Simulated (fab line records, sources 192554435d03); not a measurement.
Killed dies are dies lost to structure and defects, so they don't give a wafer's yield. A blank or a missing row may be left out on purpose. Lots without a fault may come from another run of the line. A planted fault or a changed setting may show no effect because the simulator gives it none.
Chamber matching | flow n5_finfet | N5_BEOL_M5_STRIP_36 on rie_diel-03: 4 sister chambers
The step strips in N2/H2. 8 wafers are shown with their chamber, then 10 later ones without.

WAFERS WITH THEIR CHAMBER
wafer  | chamber | showerhead_plenum_p_Torr (Torr) | throttle_valve_pct (%)
L076.4 | 3       | 2.51                            | 23.57
L079.2 | 3       | 2.51                            | 23.56
L082.5 | 1       | 2.55                            | 23.34
L085.3 | 0       | 2.56                            | 23.65
L085.4 | 2       | 2.59                            | 23.53
L085.5 | 2       | 2.59                            | 23.52
L091.1 | 1       | 2.54                            | 23.33
L091.5 | 0       | 2.55                            | 23.67

WAFERS WITHOUT THEIR CHAMBER
wafer  | showerhead_plenum_p_Torr (Torr) | throttle_valve_pct (%)
L091.6 | 2.54                            | 23.35
L092.1 | 2.54                            | 23.35
L092.2 | 2.50                            | 23.58
L092.3 | 2.55                            | 23.69
L096.2 | 2.58                            | 23.55
L096.4 | 2.55                            | 23.74
L096.6 | 2.58                            | 23.57
L097.3 | 2.53                            | 23.37
L097.4 | 2.50                            | 23.62
L097.5 | 2.58                            | 23.57

WHICH CHAMBER EACH WENT THROUGH
wafer  | from the rows above | in truth
L091.6 | 1                   | 1
L092.1 | 1                   | 1
L092.2 | 3                   | 3
L092.3 | 0                   | 0
L096.2 | 2                   | 2
L096.4 | 0                   | 0
L096.6 | 2                   | 2
L097.3 | 1                   | 1
L097.4 | 3                   | 3
L097.5 | 2                   | 2
Placed correctly: 10 of 10. Can't be placed from these rows: 0. Placed wrongly: 0.
How it was worked out, from the rows above alone: a wafer's distance from a chamber is the root of the sum, over the readings, of the square of ((its reading less the chamber's mean) divided by the reading's scatter). The wafer belongs to the nearest chamber; if the next one is less than 2 further off, it can't be placed. A chamber's mean is the mean of its shown wafers. The scatter: the root of (the sum of the squares of (reading less its chamber's mean) over the shown wafers, divided by (wafers less chambers)).
